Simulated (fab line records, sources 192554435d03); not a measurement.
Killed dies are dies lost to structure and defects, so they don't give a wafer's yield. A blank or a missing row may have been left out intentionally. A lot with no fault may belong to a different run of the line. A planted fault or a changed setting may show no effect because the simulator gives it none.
Lot-split experiment + flow n5_finfet + route with 1938 steps; 7 lots, 21 wafers read

== ABOUT THE SPLIT ==
At N5_BEOL_M10_COAT_60 (time 60 s, resist thk 30 nm), the setting spin_rpm was moved away from the recipe's 1500 rpm on 6 of the 21 wafers read, by -7.1% to +9.3%. All remaining wafers had this setting at the recipe value.

== FROM THE SPLIT TO THE READING: what the file shows between them, 4 steps ==
- N5_BEOL_M10_COAT_05: resist thk 90 nm
- N5_BEOL_M10_EBR_07
- N5_BEOL_M10_DESCUM_16: chemistry O2, time 7.9 s
- N5_BEOL_M10_ETCH_61: etches SiARC in CF4, target depth 39 nm, time 65 s

== THE READING ==
SiARC_of_BEOL_M10_COAT_60.thk_nm (the simulator's own value, which no gauge read), in nm, at N5_BEOL_M10_ETCH_62 (etches SOC in N2/H2, target depth 110 nm, overetch 22 nm, time 165 s). There is no usual value for it anywhere in the file. Here, 15 wafers ran the recipe; their average is 23.6 nm with a standard deviation of 0.21 nm.

| wafer  | tool, chamber at the split | spin_rpm as run, rpm | against the recipe | SiARC_of_BEOL_M10_COAT_60.thk_nm, nm | against lot-mates on the recipe |
|--------|----------------------------|----------------------|--------------------|--------------------------------------|---------------------------------|
| L078.1 | litho_track-02, 0          | 1500                 | recipe             | 23.8                                 | -                               |
| L078.5 | litho_track-02, 0          | 1579                 | +5.3%              | 22.8                                 | -1.0                            |
| L078.6 | litho_track-02, 0          | 1579                 | +5.3%              | 22.8                                 | -1.0                            |
| L077.2 | litho_track-04, 0          | 1500                 | recipe             | 24                                   | -                               |
| L077.4 | litho_track-04, 0          | 1500                 | recipe             | 23.6                                 | -                               |
| L077.6 | litho_track-04, 0          | 1500                 | recipe             | 23.8                                 | -                               |
| L079.4 | litho_track-02, 0          | 1500                 | recipe             | 23.6                                 | -                               |
| L079.5 | litho_track-02, 0          | 1500                 | recipe             | 23.4                                 | -                               |
| L079.6 | litho_track-02, 0          | 1500                 | recipe             | 23.4                                 | -                               |
| L082.1 | litho_track-03, 0          | 1500                 | recipe             | 23.2                                 | -                               |
| L082.4 | litho_track-03, 0          | 1629                 | +8.6%              | 22.4                                 | -0.8                            |
| L082.6 | litho_track-03, 0          | 1629                 | +8.6%              | 22.2                                 | -1.0                            |
| L084.3 | litho_track-03, 0          | 1500                 | recipe             | 23.6                                 | -                               |
| L084.4 | litho_track-03, 0          | 1500                 | recipe             | 23.6                                 | -                               |
| L084.5 | litho_track-03, 0          | 1500                 | recipe             | 23.4                                 | -                               |
| L086.2 | litho_track-03, 0          | 1500                 | recipe             | 23.6                                 | -                               |
| L086.3 | litho_track-03, 0          | 1640                 | +9.3%              | 22.2                                 | -1.2                            |
| L086.4 | litho_track-03, 0          | 1500                 | recipe             | 23.2                                 | -                               |
| L089.1 | litho_track-04, 0          | 1500                 | recipe             | 23.6                                 | -                               |
| L089.5 | litho_track-04, 0          | 1500                 | recipe             | 23.6                                 | -                               |
| L089.3 | litho_track-04, 0          | 1394                 | -7.1%              | 24.8                                 | +1.2                            |

THE FIT
A straight line over all 21 wafers: SiARC_of_BEOL_M10_COAT_60.thk_nm changes by -0.152 nm for each +1% of spin_rpm; r = -0.95; the points scatter about the line by 0.19 nm.
The same after taking each lot's own level away (the mean of its wafers on the recipe; 21 wafers): -0.135 nm for each +1%; r = -0.95; scatter 0.18 nm.
According to that fit, moving spin_rpm by its largest amount changes the reading by 1.3 nm.
From 23.20 to 23.80 nm: that is the span of the lots' own levels, equal to 2.9 times the standard deviation above.
Thus the slope moves with the lot-to-lot level: the two fits are different.
Check: with one of the wafers moved furthest among these (+9.3%) left out of the fit, the line predicts -1.27 nm for it against its lot-mates. Against them it came out at -1.2 nm.

== OTHER SPLITS APPLIED TO THESE WAFERS ==
Note: prior to the reading, these wafers also went through further splits. Each is held against what the fit with the lots' levels taken away leaves over:
| other split on the same wafers | wafers away from the commonest value | r with SiARC_of_BEOL_M10_COAT_60.thk_nm (lot level and that fit taken away) |
|--------------------------------|--------------------------------------|-----------------------------------------------------------------------------|
| N5_BEOL_M10_PECVD_70 temp_c    | 8                                    | +0.11                                                                       |

== THE WHOLE CHAIN: every reading that the file lists as answering this split, in the file's order ==
| step                | what it does                                                         | reading                                                                             | change (the file's fit)               | r (the file's) |
|---------------------|----------------------------------------------------------------------|-------------------------------------------------------------------------------------|---------------------------------------|----------------|
| N5_BEOL_M10_COAT_60 | time 60 s, resist thk 30 nm                                          | SiARC_of_BEOL_M10_COAT_60.thk_nm (the simulator's own value, which no gauge read)   | -0.133 nm for each +1% of the setting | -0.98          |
| N5_BEOL_M10_ETCH_61 | etches SiARC in CF4, target depth 39 nm, time 65 s                   | etch.depth_nm (the simulator's own value, which no gauge read)                      | -0.14 nm for each +1% of the setting  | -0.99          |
| N5_BEOL_M10_ETCH_61 | etches SiARC in CF4, target depth 39 nm, time 65 s                   | CAR-ArF_of_BEOL_M10_COAT_05.thk_nm (the simulator's own value, which no gauge read) | +0.148 nm for each +1% of the setting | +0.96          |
| N5_BEOL_M10_ETCH_62 | etches SOC in N2/H2, target depth 110 nm, overetch 22 nm, time 165 s | SiARC_of_BEOL_M10_COAT_60.thk_nm (the simulator's own value, which no gauge read)   | -0.137 nm for each +1% of the setting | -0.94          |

== FILE'S OWN FIT ==
SiARC_of_BEOL_M10_COAT_60.thk_nm changes by -0.137 nm for each +1% of spin_rpm, r = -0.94.
